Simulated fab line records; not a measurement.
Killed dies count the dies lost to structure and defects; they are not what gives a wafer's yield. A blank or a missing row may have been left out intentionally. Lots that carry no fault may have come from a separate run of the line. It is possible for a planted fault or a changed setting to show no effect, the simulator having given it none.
fab line records	flow n5Finfet	part 1 of 2: steps 1 to 4 of 6
[record] lots = 23	wafers = 69	lastDay = 17
route steps=1938 shown DUMMY_GATE@248 SD_EPI_N@273 ILD0@335 SDB@359
lots with no fault: from the same line, run without faults
startH: hours from the record's opening day to when the first of the lot's shown wafers began	waitH: how many hours have passed since the lot's step before this one	" repeats the value in the row above	L1.1+2: a single row standing in for several wafers	- either no value or no given start	* or withheld: withheld	< > ~ a bound
route shown NAME@n: names a module that has steps shown in the file, with the first one's number in the route	usual: mean/standard deviation of fault-free wafers	same: alike in all rows	chamber/n: place in a boat	sites: per-site readings	_std_site: the standard deviation of these	_edge_site: inner sites' mean taken away from outer sites' mean	radiusMm: how far each site lies from the wafer's centre	mask NAME#n: copy n	behind: tool/chamber where the wafer was last shaped	hold: why the lot was held/for how many hours/how that ended	device: the transistor (n, p or np) that didn't switch	end of line: tests run on the same wafers once the route is complete	for a step that has no rows: nothing shown but its recipe	killed: dies that structure and defects cost at the first sort, which is not the same as the wafer's yield	map: the dies of a wafer, with x for killed, . for not killed, _ for no die there
set.NAME: the run value of the setting; set.NAME@STEP: its run value at that earlier step	model.NAME: the simulator's own value behind a step, which no gauge read
route steps across a sampled set of lots; one table per step, one row per wafer
services: the hour from which a tool's chamber was out of use, counted from the record's first day as startH (under 0 if before that day), plus the number of hours and why
[[steps]]
[step N5_DUMMY_GATE_ETCH_44]
[recipe] chemistry = HBr/O2	overEtchFrac = 0.7	targetDepthA = 1275	stopOn = SiO2	ionEnergyEv = 60	biasW = 20	target = poly-Si	maskMaterial = SiO2	pressureMtorr = 20	icpW = 400	HBr_flow_sccm = 120	O2_flow_sccm = 10
[usual] O2_flow_sccm = 9.996/0.028	drypumpMotorCurrentA = 5.8/0.44	oesProductAu = 0.727/0.013	throttleValvePct = 18.45/0.25
[same] overEtchFrac = 0.7
lot.wafer	tool	chamber	startH	waitH	O2_flow_sccm	drypumpMotorCurrentA	oesProductAu	rfHoursCounterH	throttleValvePct
L074.4	rieSi-06	0	52.40	0.0	10.036	6.2	0.734	75	18.12
L074.5	"	0	"	"	10.030	6.2	0.727	-	18.12
L074.6	"	1	"	"	10.006	6.1	0.743	-	18.52
L075.2	rieSi-06	2	55.10	0.0	9.963	5.6	0.728	195	18.51
L075.3	"	1	"	"	10.044	6.1	0.741	16	18.53
L075.4	"	3	"	"	9.953	5.3	0.722	4	18.36
L076.1	rieSi-01	2	60.23	0.0	9.942	5.5	0.728	55	18.15
L076.3	"	1	"	"	10.001	5.2	0.753	180	18.59
L076.4	"	0	"	"	9.957	6.7	0.741	130	18.55
L077.2	rieSi-01	2	67.13	0.0	10.023	5.5	0.722	55	18.16
L077.4	"	1	"	"	10.002	5.2	0.736	180	18.58
L077.5	"	1	"	"	9.987	5.2	0.751	-	18.58
L078.1	rieSi-05	0	75.61	0.0	10.001	5.8	0.734	22	18.17
L078.2	"	2	"	"	10.049	6.4	0.726	168	19.01
L078.4	"	1	"	"	10.010	5.9	0.749	8	18.23
L079.2	rieSi-05	2	77.66	0.0	9.970	6.4	0.728	168	19.02
L079.3	"	1	"	"	9.976	5.9	0.729	8	18.21
L079.5	"	2	"	"	9.965	6.4	0.719	-	19.02
L080.1	rieSi-05	0	84.41	0.0	9.980	5.8	0.737	22	18.17
L080.5	"	2	"	"	9.996	6.4	0.737	-	19.04
L080.6	"	3	"	"	10.026	5.7	0.733	-	18.50
L081.2	rieSi-05	2	89.44	0.0	9.920	6.4	0.727	169	19.03
L081.3	"	1	"	"	10.028	5.9	0.738	8	18.23
L081.5	"	2	"	"	9.941	6.4	0.713	-	19.03
L082.1	rieSi-05	1	96.42	0.0	9.980	5.8	0.745	8	18.22
L082.4	"	2	"	"	10.028	6.4	0.716	169	19.03
L082.6	"	1	"	"	9.977	5.9	0.739	-	18.22
L083.1	rieSi-05	2	106.91	0.0	9.919	6.4	0.722	169	19.03
L083.2	"	0	"	"	9.980	5.8	0.723	23	18.17
L083.5	"	3	"	"	10.005	5.7	0.714	-	18.47
L084.1	rieSi-01	0	112.53	0.0	10.025	6.8	0.735	131	18.58
L084.2	"	1	"	"	10.003	5.2	0.742	181	18.59
L084.4	"	3	"	"	10.012	5.7	0.714	161	18.77
L085.2	rieSi-06	0	118.12	0.0	9.974	6.1	0.740	76	18.11
L085.5	"	0	"	"	10.016	6.1	0.731	-	18.12
L085.6	"	1	"	"	9.951	6.1	0.741	-	18.51
L086.1	rieSi-01	3	125.81	0.0	9.984	5.7	0.716	161	18.75
L086.3	"	0	"	"	9.997	6.7	0.732	131	18.57
L086.4	"	1	"	"	10.011	5.2	0.739	181	18.57
L087.3	rieSi-01	3	127.82	0.0	10.006	5.7	0.707	161	18.76
L087.4	"	1	"	"	9.990	5.1	0.734	181	18.60
L087.6	"	1	"	"	9.972	5.2	0.729	-	18.58
L088.3	rieSi-06	3	134.52	0.0	9.987	5.3	0.710	5	18.36
L088.5	"	3	"	"	10.025	5.3	0.718	-	18.36
L088.6	"	0	"	"	9.966	6.1	0.735	-	18.10
L089.4	rieSi-05	0	142.54	0.0	10.047	5.8	0.726	-	18.16
L089.5	"	3	"	"	9.995	5.7	0.708	-	18.50
L089.6	"	1	"	"	9.997	5.8	0.748	-	18.23
L090.3	rieSi-06	1	146.21	0.0	9.980	6.1	0.727	18	18.52
L090.5	"	2	"	"	9.994	5.7	0.722	-	18.37
L090.6	"	1	"	"	9.993	6.1	0.742	-	18.53
L091.1	rieSi-06	2	153.27	0.0	9.998	5.6	0.711	0	18.37
L091.4	"	1	"	"	9.979	6.1	0.731	18	18.53
L091.5	"	3	"	"	10.062	5.3	0.706	-	18.36
L092.1	rieSi-01	0	158.45	0.0	9.988	6.7	0.728	132	18.56
L092.3	"	2	"	"	10.008	5.5	0.720	57	18.15
L092.6	"	1	"	"	10.011	5.2	0.745	-	18.59
L094.1	rieSi-06	2	167.53	0.0	9.958	5.6	0.719	1	18.37
L094.2	"	3	"	"	10.005	5.3	0.717	6	18.37
L094.6	"	0	"	"	9.997	6.1	0.735	-	18.11
L095.1	rieSi-06	0	173.97	0.0	9.953	6.1	0.728	77	18.12
L095.5	"	0	"	"	10.014	6.1	0.739	-	18.12
L095.6	"	3	"	"	10.007	5.3	0.716	-	18.36
L096.1	rieSi-01	3	178.95	0.0	9.982	5.7	0.713	162	18.77
L096.2	"	0	"	"	10.002	6.8	0.719	132	18.58
L096.6	"	0	"	"	9.979	6.8	0.723	-	18.56
L097.1	rieSi-06	2	185.34	0.0	10.030	5.6	0.698	1	18.37
L097.3	"	0	"	"	9.993	6.1	0.724	77	18.12
L097.5	"	3	"	"	9.970	5.3	0.706	-	18.37
[step N5_SD_EPI_N_DESCUM_14]
[recipe] chemistry = O2	timeS = 7.9	sourcePowerW = 50	biasPowerW = 20	pressureMtorr = 20	rfFrequencyHz = 2.712e+07	tempC = 40	resist = CAR-ArF-block	o2FlowSccm = 225
[usual] drypumpMotorCurrentA = 5.6/0.49	oesProductAu = 0.84/0.076	rfVppV = 243.4/1.5	showerheadPlenumPTorr = 2.11/0.086	throttleValvePct = 20.35/0.18
lot.wafer	tool	chamber	startH	waitH	drypumpMotorCurrentA	oesProductAu	rfHoursCounterH	rfVppV	showerheadPlenumPTorr	throttleValvePct
L074.4	rieDiel-02	2	55.28	0.0	5.8	0.88	-	246.1	2.25	20.38
L074.5	"	3	"	"	4.7	0.92	-	242.6	2.04	20.41
L074.6	"	1	"	"	5.6	0.93	-	245.1	2.14	20.15
L075.2	rieDiel-02	2	56.83	0.2	5.8	0.87	30	245.8	2.25	20.39
L075.3	"	3	"	"	4.8	0.93	22	242.1	2.04	20.41
L075.4	"	2	"	"	5.8	0.88	-	245.6	2.25	20.38
L076.1	rieDiel-06	2	61.63	0.1	5.5	0.97	3	245.7	2.24	20.44
L076.3	"	1	"	"	6.6	0.84	74	242.7	2.03	20.41
L076.4	"	3	"	"	5.2	0.92	19	245.7	2.21	20.26
L077.2	rieDiel-06	2	69.77	1.0	5.4	0.95	6	245.3	2.23	20.43
L077.4	"	1	"	"	6.7	0.83	-	242.6	2.02	20.43
L077.5	"	3	"	"	5.2	0.92	-	246.2	2.21	20.27
L078.1	rieDiel-02	0	77.18	0.3	5.8	0.97	1	242.9	2.13	19.95
L078.2	"	3	"	"	4.7	0.90	31	242.1	2.04	20.43
L078.4	"	1	"	"	5.6	0.91	19	244.2	2.14	20.14
L079.2	rieDiel-01	2	79.14	0.0	6.3	0.73	217	243.4	2.05	20.37
L079.3	"	0	"	"	6.0	0.75	183	240.5	1.99	20.55
L079.5	"	0	"	"	6.1	0.75	-	240.7	1.99	20.54
L080.1	rieDiel-02	2	85.88	0.1	5.8	0.86	43	243.4	2.24	20.41
L080.5	"	0	"	"	5.8	0.93	-	242.0	2.13	19.97
L080.6	"	1	"	"	5.6	0.90	-	243.2	2.14	20.15
L081.2	rieDiel-01	3	90.94	0.0	5.7	0.95	0	242.6	2.05	20.34
L081.3	"	1	"	"	5.3	0.72	179	242.5	2.09	20.46
L081.5	"	3	"	"	5.7	0.95	-	240.0	2.05	20.33
L082.1	rieDiel-01	3	99.82	0.0	5.7	0.92	4	243.2	2.05	20.35
L082.4	"	2	"	"	6.4	0.72	225	242.2	2.05	20.38
L082.6	"	3	"	"	5.7	0.93	-	241.6	2.05	20.34
L083.1	rieDiel-02	2	108.77	0.4	5.7	0.84	52	245.1	2.24	20.42
L083.2	"	0	"	"	5.8	0.91	15	243.9	2.13	19.97
L083.5	"	2	"	"	5.7	0.84	-	243.9	2.24	20.42
L084.1	rieDiel-01	0	114.01	0.0	6.1	0.73	199	241.8	1.98	20.57
L084.2	"	1	"	"	5.3	0.72	188	242.7	2.08	20.48
L084.4	"	3	"	"	5.7	0.89	10	241.9	2.05	20.34
L085.2	rieDiel-02	2	121.14	1.6	5.8	0.83	59	244.7	2.24	20.43
L085.5	"	0	"	"	5.8	0.88	-	244.5	2.13	19.99
L085.6	"	1	"	"	5.6	0.87	-	245.4	2.13	20.19
L086.1	rieDiel-02	2	128.94	0.9	5.7	0.82	63	244.2	2.24	20.44
L086.3	"	1	"	"	5.6	0.87	44	243.9	2.13	20.19
L086.4	"	0	"	"	5.8	0.88	25	243.4	2.12	19.99
L087.3	rieDiel-02	3	130.46	0.7	4.7	0.87	55	242.4	2.03	20.48
L087.4	"	1	"	"	5.6	0.87	45	242.8	2.13	20.18
L087.6	"	1	"	"	5.6	0.87	-	243.7	2.13	20.18
L088.3	rieDiel-02	0	136.77	0.1	5.8	0.87	28	244.4	2.12	20.01
L088.5	"	2	"	"	5.7	0.83	-	245.5	2.24	20.44
L088.6	"	1	"	"	5.6	0.85	-	244.0	2.13	20.18
L089.4	rieDiel-01	3	144.84	0.0	5.7	0.86	24	242.1	2.04	20.39
L089.5	"	3	"	"	5.7	0.85	-	240.5	2.04	20.37
L089.6	"	0	"	"	6.1	0.72	-	242.2	1.98	20.58
L090.3	rieDiel-06	1	147.57	0.0	6.6	0.80	97	242.4	2.02	20.46
L090.5	"	3	"	"	5.2	0.87	-	245.3	2.20	20.30
L090.6	"	2	"	"	5.4	0.90	-	247.6	2.23	20.47
L091.1	rieDiel-06	2	155.09	0.3	5.5	0.90	26	245.2	2.23	20.46
L091.4	"	1	"	"	6.6	0.81	101	240.7	2.02	20.46
L091.5	"	3	"	"	5.2	0.87	-	244.4	2.20	20.29
L092.1	rieDiel-02	2	159.96	0.0	5.8	0.82	75	245.7	2.23	20.45
L092.3	"	3	"	"	4.8	0.85	67	242.1	2.03	20.48
L092.6	"	2	"	"	5.8	0.82	-	244.0	2.23	20.44
L094.1	rieDiel-06	2	169.12	0.3	5.4	0.89	31	244.2	2.23	20.48
L094.2	"	3	"	"	5.1	0.86	49	245.5	2.20	20.29
L094.6	"	1	"	"	6.7	0.80	-	241.3	2.01	20.46
L095.1	rieDiel-02	1	175.53	0.0	5.6	0.84	62	243.2	2.13	20.21
L095.5	"	0	"	"	5.8	0.85	-	242.9	2.12	20.01
L095.6	"	3	"	"	4.7	0.84	-	243.5	2.03	20.51
L096.1	rieDiel-01	3	181.43	0.3	5.7	0.83	42	242.1	2.04	20.39
L096.2	"	1	"	"	5.3	0.69	220	241.4	2.07	20.53
L096.6	"	2	"	"	6.4	0.98	-	242.2	2.04	20.12
L097.1	rieDiel-01	1	186.90	0.0	5.3	0.68	222	242.7	2.07	20.53
L097.3	"	2	"	"	6.4	0.96	2	242.6	2.04	20.13
L097.5	"	2	"	"	6.3	0.96	-	243.0	2.04	20.13
[step N5_SD_EPI_N_STRIP_38]
[recipe] chemistry = N2/H2	powerW = 1000	tempC = 250	h2Frac = 0.65	overashFraction = 0.3	pressureMtorr = withheld	n2FlowSccm = 1750	h2FlowSccm = 3250
[usual] drypumpMotorCurrentA = 5.6/0.5	h2FlowSccm = 3251/9.1	heaterPowerW = 308/10	oesProductAu = 0.760/0.011
lot.wafer	tool	chamber	startH	waitH	drypumpMotorCurrentA	h2FlowSccm	heaterPowerW	oesProductAu	rfHoursCounterH
L074.4	plasmaAsher-02	1	56.07	0.1	5.4	3254	297	0.771	-
L074.5	"	1	"	"	5.5	3250	303	0.747	-
L074.6	"	0	"	"	6.3	3259	310	0.768	-
L075.2	plasmaAsher-01	0	57.61	0.1	5.0	3251	315	0.775	35
L075.3	"	0	"	"	5.0	3259	321	0.748	-
L075.4	"	1	"	"	5.5	3273	308	0.763	-
L076.1	plasmaAsher-02	0	62.41	0.1	6.3	3232	303	0.762	85
L076.3	"	1	"	"	5.4	3242	287	0.780	-
L076.4	"	0	"	"	6.4	3242	307	0.777	-
L077.2	plasmaAsher-01	0	70.56	0.1	5.0	3253	330	0.752	38
L077.4	"	0	"	"	5.0	3256	319	0.773	-
L077.5	"	0	"	"	5.0	3273	314	0.761	-
L078.1	plasmaAsher-02	1	77.97	0.1	5.4	3238	294	0.748	87
L078.2	"	0	"	"	6.4	3243	307	0.772	87
L078.4	"	0	"	"	6.3	3248	302	0.768	-
L079.2	plasmaAsher-02	0	79.92	0.1	6.4	3235	300	0.756	87
L079.3	"	1	"	"	5.5	3246	286	0.774	-
L079.5	"	0	"	"	6.4	3244	313	0.768	-
L080.1	plasmaAsher-01	0	86.66	0.1	4.9	3251	323	0.785	42
L080.5	"	1	"	"	5.6	3239	310	0.756	-
L080.6	"	0	"	"	5.0	3257	319	0.752	-
L081.2	plasmaAsher-01	0	91.72	0.1	5.0	3243	320	0.748	43
L081.3	"	1	"	"	5.5	3254	308	0.774	-
L081.5	"	0	"	"	5.0	3258	325	0.729	-
L082.1	plasmaAsher-02	1	100.60	0.1	5.5	3243	294	0.740	92
L082.4	"	1	"	"	5.4	3240	302	0.779	-
L082.6	"	1	"	"	5.5	3241	301	0.759	-
L083.1	plasmaAsher-01	0	109.55	0.1	4.9	3254	322	0.764	46
L083.2	"	1	"	"	5.6	3236	300	0.744	46
L083.5	"	0	"	"	5.0	3255	319	0.766	-
L084.1	plasmaAsher-01	1	114.80	0.1	5.6	3247	299	0.768	46
L084.2	"	0	"	"	4.9	3236	318	0.762	46
L084.4	"	0	"	"	5.0	3251	315	0.763	-
L085.2	plasmaAsher-01	0	121.92	0.1	4.9	3258	322	0.752	48
L085.5	"	0	"	"	5.0	3265	320	0.759	-
L085.6	"	1	"	"	5.6	3254	299	0.762	-
L086.1	plasmaAsher-02	0	129.72	0.1	6.4	3252	312	0.749	98
L086.3	"	0	"	"	6.4	3247	307	0.751	-
L086.4	"	1	"	"	5.5	3260	312	0.766	-
L087.3	plasmaAsher-01	1	131.26	0.1	5.5	3245	306	0.768	-
L087.4	"	0	"	"	4.9	3246	322	0.771	-
L087.6	"	0	"	"	5.0	3254	324	0.753	-
L088.3	plasmaAsher-02	0	137.58	0.1	6.4	3262	314	0.761	-
L088.5	"	0	"	"	6.4	3264	307	0.764	-
L088.6	"	1	"	"	5.5	3257	299	0.752	-
L089.4	plasmaAsher-01	1	145.64	0.1	5.5	3236	312	0.777	-
L089.5	"	1	"	"	5.6	3252	315	0.775	-
L089.6	"	0	"	"	5.0	3239	330	0.769	-
L090.3	plasmaAsher-02	1	148.37	0.1	5.5	3256	288	0.754	-
L090.5	"	1	"	"	5.4	3244	296	0.755	-
L090.6	"	0	"	"	6.4	3258	302	0.754	-
L091.1	plasmaAsher-01	0	155.87	0.1	5.0	3247	325	0.760	54
L091.4	"	1	"	"	5.5	3257	295	0.776	-
L091.5	"	1	"	"	5.5	3256	304	0.764	-
L092.1	plasmaAsher-02	1	160.74	0.1	5.5	3247	291	0.742	105
L092.3	"	0	"	"	6.4	3245	305	0.749	-
L092.6	"	0	"	"	6.4	3241	302	0.762	-
L094.1	plasmaAsher-01	1	169.90	0.1	5.5	3253	303	0.766	57
L094.2	"	0	"	"	5.0	3250	322	0.754	57
L094.6	"	0	"	"	4.9	3253	323	0.763	-
L095.1	plasmaAsher-01	1	176.32	0.1	5.6	3246	310	0.746	59
L095.5	"	1	"	"	5.6	3237	311	0.758	-
L095.6	"	0	"	"	5.0	3247	330	0.783	-
L096.1	plasmaAsher-01	1	182.21	0.1	5.5	3247	301	0.764	60
L096.2	"	0	"	"	5.0	3245	327	0.778	60
L096.6	"	0	"	"	5.0	3251	333	0.747	-
L097.1	plasmaAsher-02	1	187.85	0.2	5.5	3244	290	0.773	111
L097.3	"	0	"	"	6.4	3234	305	0.772	-
L097.5	"	1	"	"	5.4	3253	293	0.742	-
[step N5_ILD0_LINER_00]
[recipe] material = SiNx	targetThkA = 40	tempC = 400	aldPrecursorFamily = SiH2I2	aldCoReactant = N2/H2-plasma	pulseTimeS = 1	purgeTimeS = 2	coReactantPurgeTimeS = 2	aldCycles = 80	pressureTorr = 2
[usual] heaterPowerW = 820/75	precursorPulseHeightRel = 1.003/0.021
lot.wafer	tool	chamber	startH	waitH	heaterPowerW	precursorPulseHeightRel
L074.4	aldSin-04	2	65.09	0.2	790	0.996
L074.5	"	1	"	"	868	1.033
L074.6	"	0	"	"	954	1.034
L075.2	aldSin-03	3	69.14	0.0	843	1.009
L075.3	"	2	"	"	810	1.016
L075.4	"	1	"	"	684	1.003
L076.1	aldSin-03	3	73.58	0.4	828	0.994
L076.3	"	1	"	"	692	1.032
L076.4	"	0	"	"	918	1.002
L077.2	aldSin-03	0	78.77	0.0	905	1.026
L077.4	"	1	"	"	685	1.007
L077.5	"	0	"	"	915	1.022
L078.1	aldSin-04	2	87.26	0.2	814	1.023
L078.2	"	3	"	"	795	1.017
L078.4	"	0	"	"	942	0.985
L079.2	aldSin-04	3	88.68	0.4	809	1.009
L079.3	"	0	"	"	954	1.038
L079.5	"	2	"	"	793	0.986
L080.1	aldSin-03	3	97.89	1.1	840	1.030
L080.5	"	1	"	"	696	0.987
L080.6	"	0	"	"	920	1.012
L081.2	aldSin-03	0	101.09	0.1	925	0.992
L081.3	"	1	"	"	690	0.994
L081.5	"	0	"	"	914	1.006
L082.1	aldSin-04	2	109.60	0.0	793	0.994
L082.4	"	3	"	"	804	1.031
L082.6	"	2	"	"	783	1.021
L083.1	aldSin-02	2	118.69	0.0	855	1.026
L083.2	"	3	"	"	729	0.954
L083.5	"	2	"	"	849	0.998
L084.1	aldSin-03	1	123.38	0.2	697	1.008
L084.2	"	2	"	"	794	1.049
L084.4	"	3	"	"	828	1.016
L085.2	aldSin-03	0	132.22	0.0	934	1.007
L085.5	"	1	"	"	681	0.990
L085.6	"	2	"	"	785	0.966
L086.1	aldSin-04	2	138.01	0.0	798	0.976
L086.3	"	3	"	"	803	1.040
L086.4	"	1	"	"	875	1.028
L087.3	aldSin-02	3	139.41	0.0	736	0.986
L087.4	"	1	"	"	860	0.991
L087.6	"	0	"	"	770	1.016
L088.3	aldSin-04	0	146.08	0.0	960	0.985
L088.5	"	0	"	"	944	1.002
L088.6	"	1	"	"	904	0.999
L089.4	aldSin-03	0	153.98	0.0	933	1.008
L089.5	"	2	"	"	797	0.975
L089.6	"	1	"	"	705	1.010
L090.3	aldSin-03	3	156.75	0.0	814	1.006
L090.5	"	0	"	"	914	1.020
L090.6	"	3	"	"	847	1.041
L091.1	aldSin-03	0	165.32	0.1	927	1.004
L091.4	"	2	"	"	801	0.988
L091.5	"	0	"	"	910	0.948
L092.1	aldSin-02	0	169.86	0.3	793	1.014
L092.3	"	1	"	"	871	0.992
L092.6	"	3	"	"	727	1.005
L094.1	aldSin-03	2	178.41	0.2	817	1.046
L094.2	"	0	"	"	910	1.009
L094.6	"	1	"	"	700	0.982
L095.1	aldSin-02	3	185.82	0.0	742	1.002
L095.5	"	0	"	"	778	1.018
L095.6	"	1	"	"	856	1.015
L096.1	aldSin-02	1	191.72	0.1	879	0.973
L096.2	"	2	"	"	847	0.998
L096.6	"	1	"	"	874	0.992
L097.1	aldSin-02	3	196.75	0.0	725	0.982
L097.3	"	1	"	"	896	1.018
L097.5	"	0	"	"	785	0.987
